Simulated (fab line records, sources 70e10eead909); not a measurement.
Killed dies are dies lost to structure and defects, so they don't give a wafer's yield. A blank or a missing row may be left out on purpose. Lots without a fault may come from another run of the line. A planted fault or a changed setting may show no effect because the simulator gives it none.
A struck lot beside a sound one | flow nand_harc | 15 steps out of a route of 1302
Sound: wafers L636.2, L636.3, L636.6. Struck: wafers L645.1, L645.2, L645.3. The cause comes at the end.
At each step with rows: each side's tool, then ch and its chambers, then its first start. Under that, the readings that differ: sound wafers | struck wafers | difference of the means | sigmas: that difference in standard deviations of wafers without a fault.
alike: readings whose means differ by less than 2 such deviations, and words and numbers that are the same on both sides. not compared: withheld readings, readings that some wafer has no value for, bounds like >300 that may hide the same value, and numbers for which the record gives no deviation and whose values overlap.
The two part at a step that has a row with sigmas, a row that says differs or no value, or rows on one side only. Numbers that don't overlap but have no deviation are shown without sigmas and don't part them. A reading that every wafer of one side lacks parts them only if that side has two wafers or more.

NHARC_A_CHANNEL_HOLE_D2_STRIP_28: strips in O2.
  sound on rie_diel-06 ch 1,3; struck on rie_diel-06 ch 1,2,3
  alike: drypump_motor_current_A, oes_product_au, rf_vpp_V, showerhead_plenum_p_Torr, throttle_valve_pct
  not compared: rf_hours_counter_h
then, 2 steps without rows for these wafers: NHARC_A_CHANNEL_HOLE_D2_PRECLEAN_29 (cleans in SC1); NHARC_A_CHANNEL_HOLE_D2_SRD_30.
NHARC_A_CHANNEL_HOLE_D2_CD_MEAS_31:
  sound on cd_sem-02, day 13 17:49; struck on cd_sem-01, day 17 20:41
  alike: cd_nm
NHARC_A_CHANNEL_HOLE_D2_XSEM_32:
  sound on xsem-02 ch 0, day 13 17:55; struck on xsem-02 ch 0, day 17 20:46
  reading            | sound          | struck         | difference | sigmas
  tilt_deg (degrees) | 0.14 0.14 0.14 | 0.00 0.00 0.00 | -0.14      | -4
  alike: bot_cd_nm, bow_nm
NHARC_A_CHANNEL_HOLE_D2_INSPECT_40:
  sound on defect_inspect-02, day 13 18:01; struck on defect_inspect-01, day 17 20:52
  alike: raw_defect_count
then, 2 steps without rows for these wafers: NHARC_A_CHANNEL_FILL_D2_PRECLEAN_00 (cleans in SC1); NHARC_A_CHANNEL_FILL_D2_SRD_01.
NHARC_A_CHANNEL_FILL_D2_ALD_02: deposits SiO2, target thk 6 nm, pulse time 10 s, ald cycles 60.
  sound on ald_hk-03 ch 2,3, day 13 20:29; struck on ald_hk-03 ch 0,1,2, day 17 21:04
  alike: heater_power_w, precursor_pulse_height_rel, susceptor_temp_C
NHARC_A_CHANNEL_FILL_D2_ALD_03: deposits SiNx, target thk 6 nm, pulse time 60 s, ald cycles 58.
  sound on ald_sin_batch-02 ch 0; struck on ald_sin_batch-02 ch 0
  alike: precursor_pulse_height_rel
  not compared: susceptor_temp_C
then, 1 step without rows for these wafers: NHARC_A_CHANNEL_FILL_D2_ALD_14 (deposits SiO2, target thk 2.5 nm, pulse time 10 s, ald cycles 25).
NHARC_A_CHANNEL_FILL_D2_ALD_15: deposits SiNx, target thk 2 nm, pulse time 60 s, ald cycles 19.
  sound on ald_sin_batch-01 ch 0; struck on ald_sin_batch-02 ch 0
  reading              | sound             | struck | difference                    | sigmas
  susceptor_temp_C (C) | 630.3 630.0 630.0 | - - -  | no value on the struck wafers |
  alike: precursor_pulse_height_rel
NHARC_A_CHANNEL_FILL_D2_ALD_16: deposits SiO2, target thk 1.5 nm, pulse time 10 s, ald cycles 15.
  sound on ald_hk-02 ch 1,3, day 14 08:40; struck on ald_hk-02 ch 0,1,3, day 18 10:01
  reading              | sound                | struck               | difference | sigmas
  susceptor_temp_C (C) | 300.03 299.98 300.08 | 297.45 297.21 297.42 | -2.67      | -15
  alike: heater_power_w, precursor_pulse_height_rel
then, 1 step without rows for these wafers: NHARC_A_CHANNEL_FILL_D2_ANNEAL_17 (time 1800 s).
-- the record jumps here: 10 days lie between the struck wafers' starts before and after (it left off in module A_CHANNEL_FILL_D2 and takes up again in module END, whose first step shown is number 1302 of the route) --
NHARC_END_SORT_01:
  sound on prober-02 ch 0, day 24 18:43; struck on prober-01 ch 0, day 28 21:56
  reading             | sound  | struck | difference | sigmas
  killed_at_periphery | 7 10 5 | 4 0 1  | -6         | -3
  alike: killed_at_array, killed_at_other, killed_dies, killed_open, killed_short

WHERE THEY PART
First at NHARC_A_CHANNEL_HOLE_D2_XSEM_32; last, within this record, at NHARC_END_SORT_01.

WHY: what the simulator had put in
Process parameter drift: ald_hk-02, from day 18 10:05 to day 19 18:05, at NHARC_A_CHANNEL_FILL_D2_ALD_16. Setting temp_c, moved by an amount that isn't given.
